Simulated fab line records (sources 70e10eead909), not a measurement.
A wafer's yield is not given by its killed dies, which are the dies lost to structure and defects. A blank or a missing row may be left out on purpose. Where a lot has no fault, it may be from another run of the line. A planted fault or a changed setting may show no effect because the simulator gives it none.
Matching of chambers | flow nand_harc | NHARC_A_SLIT_DEP_23 on pecvd-03: 3 sister chambers
The step deposits SiON, target thk 100 nm. 6 wafers are shown with their chamber, then 10 later ones without.

== WAFERS PAIRED WITH THEIR CHAMBERS ==
wafer  | chamber | heater_power_w (W) | susceptor_temp_C (C)
L078.5 | 0       | 826                | 400.21
L076.1 | 0       | 740                | 399.99
L082.4 | 1       | 914                | 399.79
L082.5 | 2       | 811                | 400.07
L083.1 | 2       | 773                | 400.33
L083.2 | 1       | 829                | 400.09

== WAFERS WHOSE CHAMBER IS MISSING ==
wafer  | heater_power_w (W) | susceptor_temp_C (C)
L083.6 | 775                | 399.70
L086.2 | 783                | 399.76
L086.3 | 816                | 400.14
L086.5 | 796                | 400.03
L097.1 | 804                | 400.07
L097.3 | 737                | 400.16
L097.6 | 844                | 400.04
L096.1 | 895                | 399.90
L096.2 | 722                | 399.59
L096.4 | 912                | 400.06

== WHICH CHAMBER EACH WENT THROUGH ==
wafer  | from the rows above          | in truth
L083.6 | can't be placed: 0 or 1 or 2 | 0
L086.2 | can't be placed: 0 or 1 or 2 | 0
L086.3 | can't be placed: 2 or 0 or 1 | 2
L086.5 | can't be placed: 0 or 2 or 1 | 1
L097.1 | can't be placed: 0 or 2 or 1 | 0
L097.3 | can't be placed: 0 or 2 or 1 | 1
L097.6 | can't be placed: 1 or 0 or 2 | 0
L096.1 | can't be placed: 1 or 0      | 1
L096.2 | can't be placed: 0 or 1 or 2 | 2
L096.4 | can't be placed: 1 or 2 or 0 | 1
Correctly placed: 0 of 10. Cannot be placed on the basis of these rows: 10; the candidates contain the true chamber in 10. Wrongly placed: 0.
How it was worked out, from the rows above alone: a wafer's distance from a chamber is the root of the sum, over the readings, of the square of ((its reading less the chamber's mean) divided by the reading's scatter). The wafer belongs to the nearest chamber; if the next one is less than 2 further off, it can't be placed. Each chamber's mean is taken over the wafers shown for it. The scatter: take each reading less its chamber's mean, square it, sum over the shown wafers, divide by the number of wafers less the number of chambers, and take the root.
